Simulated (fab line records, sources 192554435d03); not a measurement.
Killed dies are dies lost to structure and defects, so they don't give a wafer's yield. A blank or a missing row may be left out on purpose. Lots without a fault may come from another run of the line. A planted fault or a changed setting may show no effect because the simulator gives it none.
fab line records | flow n5_finfet
record lots=9 wafers=27 last_day=18
route steps=1938 shown MOL_CONTACT_COAG@538 BEOL_M4@1111
lots that met no fault: from a run of the same line without faults
start_h: hours from the record's first day to the start of the lot's first wafer shown | wait_h: hours since the lot's step before | " the same as in the row above | L1.1+2: a row that stands for several wafers | - no value, or no start given | * or withheld: withheld | < > ~ a bound
route shown NAME@n: a module of which the file shows steps, and the number in the route of the first | usual: mean/standard deviation of fault-free wafers | same: alike in all rows | chamber/n: place in a boat | sites: the reading at each site | _std_site: their standard deviation | _edge_site: outer sites' mean less inner sites' | radius_mm: how far each site lies from the wafer's centre | mask NAME#n: copy n | behind: the tool/chamber that last shaped the wafer | hold: why the lot was held/for how many hours/how that ended | device: the transistor (n, p or np) that didn't switch | end of line: the same wafers' tests at the end of the route | a step without rows: its recipe alone | killed: dies lost to structure and defects at the first sort, not the wafer's yield | map: a wafer's dies, x killed, . not, _ none there
set.NAME: the setting as run; set.NAME@STEP: as run at that earlier step | model.NAME: the simulator's own value behind a step, which no gauge read
steps of the route over a sample of lots; a table a step, a row a wafer
services: from which hour (start_h, from the record's first day; less than 0 if before it) a tool's chamber was out of use, for how many hours, and why
## steps
# step N5_MOL_CONTACT_COAG_ETCH_110
# recipe chemistry=CF4/O2 target=Si target_depth_a=25 time_s=8 pressure_mtorr=100 source_w=200 bias_w=12 ion_energy_ev=60 Ar_flow_sccm=100 cf4_flow_sccm=100 O2_flow_sccm=10
# usual drypump_motor_current_A=5.6/0.38 oes_ar_750_au=0.81/0.09 oes_product_au=0.81/0.096 rf_fwd_power_W=198.4/0.85 rf_vpp_V=127.7/1.8 showerhead_plenum_p_Torr=2.25/0.066 throttle_valve_pct=10.7/0.33
# columns lot.wafer tool chamber start_h wait_h drypump_motor_current_A oes_ar_750_au oes_product_au rf_fwd_power_W rf_hours_counter_h rf_vpp_V showerhead_plenum_p_Torr throttle_valve_pct
L670.1 rie_diel-04 1 97.87 0.0 5.7 0.70 0.68 199.2 232 127.4 2.29 11.1
L670.2 " 2 " " 5.6 0.91 0.92 199.4 18 129.2 2.27 10.2
L670.5 " 1 " " 5.8 0.69 0.68 198.1 - 128.8 2.29 11.0
L673.2 rie_diel-03 3 118.66 0.1 5.7 0.69 0.69 198.2 239 127.8 2.28 11.4
L673.3 " 3 " " 5.7 0.69 0.68 198.5 - 129.5 2.29 11.4
L673.6 " 3 " " 5.7 0.69 0.69 199.1 - 128.6 2.28 11.4
L677.3 rie_diel-06 2 145.80 0.0 5.0 0.82 0.82 198.5 80 127.1 2.17 10.8
L677.4 " 1 " " 5.3 0.78 0.78 197.8 122 124.3 2.15 10.9
L677.5 " 2 " " 5.0 0.82 0.82 198.5 - 126.4 2.17 10.8
L679.2 rie_diel-03 2 156.06 0.0 5.6 0.91 0.91 196.4 18 131.2 2.37 10.3
L679.4 " 0 " " 5.0 0.89 0.89 197.9 - 124.9 2.18 10.6
L679.5 " 1 " " 5.6 0.70 0.69 197.5 - 130.0 2.20 10.9
L684.2 rie_diel-04 1 183.47 0.0 5.8 0.96 0.96 198.4 5 126.8 2.28 10.4
L684.3 " 0 " " 5.4 0.82 0.82 199.0 63 125.7 2.33 10.8
L684.5 " 1 " " 5.8 0.96 0.95 199.0 - 126.7 2.28 10.4
L685.1 rie_diel-03 0 189.18 0.0 5.1 0.87 0.86 198.7 44 124.3 2.18 10.6
L685.4 " 1 " " 5.6 0.69 0.68 197.6 243 128.8 2.19 11.0
L685.5 " 3 " " 5.7 0.98 0.98 198.9 - 128.5 2.28 10.7
L686.1 rie_diel-06 0 196.19 0.0 5.5 0.72 0.71 199.0 200 124.9 2.22 10.8
L686.2 " 3 " " 6.5 0.71 0.70 197.8 214 128.9 2.29 11.0
L686.3 " 1 " " 5.3 0.76 0.76 198.5 140 126.2 2.14 11.0
L689.2 rie_diel-03 0 217.96 0.0 5.1 0.85 0.85 198.8 55 125.7 2.17 10.7
L689.4 " 2 " " 5.7 0.86 0.84 196.7 - 130.8 2.36 10.4
L689.6 " 3 " " 5.7 0.94 0.94 197.8 - 127.7 2.28 10.7
L690.1 rie_diel-04 3 225.25 0.0 5.5 0.87 0.88 198.8 52 126.6 2.26 10.3
L690.2 " 1 " " 5.7 0.91 0.92 198.4 19 128.8 2.27 10.4
L690.4 " 2 " " 5.7 0.84 0.85 198.4 63 128.1 2.25 10.3
# step N5_MOL_CONTACT_COAG_SIL_ANNEAL_21
# recipe temp_c=550 time_s=60 ambient=N2
# usual lamp_power_pct=6.5/0.6 lamp_zone_1_pct=6.5/0.61 lamp_zone_5_pct=6.5/0.61 lamp_zone_6_pct=6.5/0.6 wafer_temp_C_max=552.2/0.46
# columns lot.wafer tool chamber start_h wait_h lamp_power_pct lamp_zone_1_pct lamp_zone_5_pct lamp_zone_6_pct wafer_temp_C_max
L670.1 rtp_anneal-01 0 99.16 0.3 7.1 7.1 7.1 7.0 553.4
L670.2 " 0 " " 7.1 7.1 7.1 7.0 552.6
L670.5 " 0 " " 7.1 7.1 7.1 7.0 552.7
L673.2 rtp_anneal-01 0 119.86 0.2 7.1 7.1 7.1 7.0 552.1
L673.3 " 0 " " 7.1 7.1 7.1 7.0 551.7
L673.6 " 0 " " 7.1 7.1 7.1 7.0 553.0
L677.3 rtp_anneal-01 0 147.75 0.3 7.1 7.1 7.1 7.0 551.6
L677.4 " 0 " " 7.1 7.1 7.1 7.0 552.3
L677.5 " 0 " " 7.1 7.1 7.1 7.0 552.7
L679.2 rtp_anneal-01 0 157.29 0.3 7.1 7.1 7.1 7.0 552.3
L679.4 " 0 " " 7.1 7.1 7.1 7.0 552.7
L679.5 " 0 " " 7.1 7.1 7.1 7.0 552.5
L684.2 rtp_anneal-01 0 185.81 0.2 7.1 7.1 7.1 7.0 553.1
L684.3 " 0 " " 7.1 7.1 7.1 7.0 551.3
L684.5 " 0 " " 7.1 7.1 7.1 7.0 551.4
L685.1 rtp_anneal-02 0 190.55 0.2 5.9 5.9 5.9 5.8 552.6
L685.4 " 0 " " 5.9 5.9 5.9 5.8 552.4
L685.5 " 0 " " 5.9 5.9 5.9 5.8 552.5
L686.1 rtp_anneal-02 0 197.82 0.2 5.9 5.9 5.9 5.8 552.5
L686.2 " 0 " " 5.9 5.9 5.9 5.8 551.7
L686.3 " 0 " " 5.9 5.9 5.9 5.8 551.9
L689.2 rtp_anneal-02 0 219.14 0.3 5.9 5.9 5.9 5.8 552.0
L689.4 " 0 " " 5.9 5.9 5.9 5.8 552.4
L689.6 " 0 " " 5.9 5.9 5.9 5.8 551.3
L690.1 rtp_anneal-02 0 226.40 0.3 5.9 5.8 5.9 5.8 552.0
L690.2 " 0 " " 5.9 5.9 5.9 5.8 551.8
L690.4 " 0 " " 5.9 5.9 5.9 5.8 551.9
# step N5_MOL_CONTACT_COAG_SPUTTER_143
# recipe material=Co target_thk_a=25 temp_c=25 chamber_pressure_pa=0.2
# usual throttle_valve_pct=30.3/1.3
# columns lot.wafer tool chamber start_h wait_h throttle_valve_pct
L670.1 pvd_sputter-02 - 99.54 0.0 27.9
L670.2 " - " " 33.1
L670.5 " - " " 30.4
L673.2 pvd_sputter-02 - 120.60 0.0 32.9
L673.3 " - " " 27.8
L673.6 " - " " 30.2
L677.3 pvd_sputter-01 - 148.64 0.0 29.9
L677.4 " - " " 29.8
L677.5 " - " " 29.6
L679.2 pvd_sputter-02 - 159.11 0.0 32.8
L679.4 " - " " 28.0
L679.5 " - " " 32.9
L684.2 pvd_sputter-02 - 186.90 0.0 30.7
L684.3 " - " " 33.1
L684.5 " - " " 32.9
L685.1 pvd_sputter-01 - 191.32 0.0 29.9
L685.4 " - " " 30.8
L685.5 " - " " 29.9
L686.1 pvd_sputter-03 - 198.40 0.0 29.9
L686.2 " - " " 31.0
L686.3 " - " " 30.3
L689.2 pvd_sputter-02 - 221.13 0.0 28.0
L689.4 " - " " 33.1
L689.6 " - " " 30.5
L690.1 pvd_sputter-02 - 228.09 0.0 33.0
L690.2 " - " " 28.1
L690.4 " - " " 30.2
# step N5_MOL_CONTACT_COAG_COAT_63
# recipe resist=SiARC temp_c=220 time_s=60 spin_rpm=1500 resist_thk_nm=10
# usual spin_speed_rpm=1499.8/0.99
# columns lot.wafer tool chamber start_h wait_h spin_speed_rpm
L670.1 litho_track-01 0 108.56 - 1499.9
L670.2 " 0 " " 1500.2
L670.5 " 0 " " 1499.4
L673.2 litho_track-01 0 129.66 - 1501.3
L673.3 " 0 " " 1500.2
L673.6 " 0 " " 1499.8
L677.3 litho_track-01 0 155.76 - 1576.0
L677.4 " 0 " " 1577.8
L677.5 " 0 " " 1576.9
L679.2 litho_track-01 0 167.74 - 1577.1
L679.4 " 0 " " 1577.1
L679.5 " 0 " " 1577.5
L684.2 litho_track-04 0 195.97 - 1498.4
L684.3 " 0 " " 1499.1
L684.5 " 0 " " 1499.8
L685.1 litho_track-04 0 199.78 - 1500.6
L685.4 " 0 " " 1501.1
L685.5 " 0 " " 1500.9
L686.1 litho_track-03 0 206.19 - 1499.7
L686.2 " 0 " " 1499.0
L686.3 " 0 " " 1499.3
L689.2 litho_track-01 0 229.72 - 1500.1
L689.4 " 0 " " 1499.4
L689.6 " 0 " " 1499.3
L690.1 litho_track-04 0 235.59 - 1501.2
L690.2 " 0 " " 1500.8
L690.4 " 0 " " 1499.5
# step N5_BEOL_M4_RC_MEAS_101
# usual DIBL_N=36.4/1.4 DIBL_P=36.3/1.8 IOFF_N=0.163/0.024 IOFF_P=0.21/0.034 ION_N=673/11 ION_P=461/7.4 SS_N=71.6/0.52 SS_P=73.3/0.58 VT_N=249.4/2.5 VT_P=-250/3.5
# columns lot.wafer tool chamber start_h wait_h DIBL_N[mV/V] DIBL_P[mV/V] IOFF_N[nA/um] IOFF_P[nA/um] ION_N[uA/um] ION_P[uA/um] SS_N[mV/dec] SS_P[mV/dec] VT_N[mV] VT_P[mV]
L670.1 prober-01 0 175.17 0.0 37.2 38.0 0.170 0.25 663 456 71.9 73.8 245.9 -246
L670.2 " 0 " " 37.2 37.4 0.169 0.24 668 462 71.2 73.4 249.0 -248
L670.5 " 0 " " 37.5 38.2 0.181 0.24 666 459 71.9 73.8 246.9 -248
L673.2 prober-01 0 201.78 0.2 37.5 38.4 0.198 0.24 678 458 72.5 74.3 247.3 -249
L673.3 " 0 " " 39.0 39.6 0.209 0.26 679 460 72.6 74.2 246.0 -252
L673.6 " 0 " " 37.6 38.6 0.190 0.24 682 469 71.7 73.8 248.4 -249
L677.3 prober-01 0 225.25 0.3 36.0 35.9 0.159 0.20 652 450 72.2 73.1 250.4 -250
L677.4 " 0 " " 34.4 34.8 0.137 0.18 651 451 70.9 72.5 252.9 -254
L677.5 " 0 " " 35.0 34.5 0.145 0.18 659 446 71.7 73.3 254.1 -253
L679.2 prober-01 0 228.92 0.2 34.6 33.8 0.134 0.18 676 462 71.2 71.9 249.4 -255
L679.4 " 0 " " 36.2 35.3 0.156 0.19 675 458 71.5 74.2 248.3 -251
L679.5 " 0 " " 35.7 34.9 0.144 0.19 675 463 71.9 73.3 249.2 -254
L684.2 prober-02 0 261.20 0.2 37.7 35.9 0.174 0.21 663 451 72.5 73.4 252.2 -249
L684.3 " 0 " " 35.0 33.7 0.124 0.17 661 455 71.4 73.3 254.1 -250
L684.5 " 0 " " 35.7 33.7 0.138 0.17 653 448 71.8 72.7 252.6 -256
L686.1 prober-01 0 262.24 0.0 35.6 34.6 0.142 0.17 658 449 71.2 72.6 251.1 -254
L686.2 " 0 " " 35.3 34.4 0.139 0.17 671 454 71.2 72.4 253.0 -258
L686.3 " 0 " " 37.2 37.2 0.175 0.21 675 463 71.5 73.6 246.6 -252
L685.1 prober-01 0 266.60 0.0 36.4 37.2 0.175 0.22 676 461 71.5 73.4 248.3 -248
L685.4 " 0 " " 34.9 35.6 0.147 0.19 683 465 70.5 72.6 248.1 -251
L685.5 " 0 " " 35.2 36.2 0.153 0.19 682 468 70.8 72.1 249.0 -251
L690.1 prober-02 0 300.13 0.0 35.3 31.4 0.130 0.15 674 453 71.3 72.9 250.6 -258
L690.2 " 0 " " 34.5 30.9 0.117 0.14 669 450 70.8 72.6 251.5 -257
L690.4 " 0 " " 35.9 32.4 0.137 0.16 660 446 70.6 72.0 250.8 -255
L689.2 prober-02 0 303.23 0.2 35.1 34.8 0.137 0.19 665 460 70.9 73.0 250.8 -250
L689.4 " 0 " " 36.0 35.2 0.146 0.20 666 455 71.1 72.9 251.1 -250
L689.6 " 0 " " 35.1 35.0 0.142 0.20 662 456 70.9 72.6 248.0 -248
## services
# columns tool chamber start_h hours kind
pvd_sputter-02 - 77.25 5.6 repair
rie_diel-03 0 111.09 14.0 repair
rtp_anneal-02 - 111.10 4.5 pm
pvd_sputter-03 - 134.61 4.0 repair
rie_diel-03 3 148.21 - clean
rie_diel-03 3 148.21 - consumable_replace:focus_ring
rie_diel-03 3 148.21 29.4 scheduled_down
rie_diel-03 3 148.21 29.4 vent_cycle
rie_diel-04 1 149.34 - clean
rie_diel-04 1 149.34 - consumable_replace:focus_ring
rie_diel-04 1 149.34 18.4 scheduled_down
rie_diel-04 1 149.34 18.4 vent_cycle
rie_diel-03 1 211.40 - clean
rie_diel-03 1 211.40 - consumable_replace:focus_ring
rie_diel-03 1 211.40 17.4 scheduled_down
rie_diel-03 1 211.40 17.4 vent_cycle
rie_diel-06 3 226.21 11.0 repair
## key
first_sign step=N5_MOL_CONTACT_COAG_COAT_63 reading=spin_speed_rpm direction=up sigmas=78 usual=* struck=*
effect none on later readings
met_at N5_MOL_CONTACT_COAG_COAT_63
struck_lots L677,L679
not_acting_at N5_MOL_CONTACT_COAG_ETCH_110,N5_MOL_CONTACT_COAG_SIL_ANNEAL_21,N5_MOL_CONTACT_COAG_SPUTTER_143
onset_between 129.66 155.76
fault kind=process_parameter_drift tool=litho_track-01 chamber=- onset_h=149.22 steps=N5_MOL_CONTACT_COAG_COAT_63 channel=spin_rpm offset=* shape=step end_h=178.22 acts_in=* stated=*
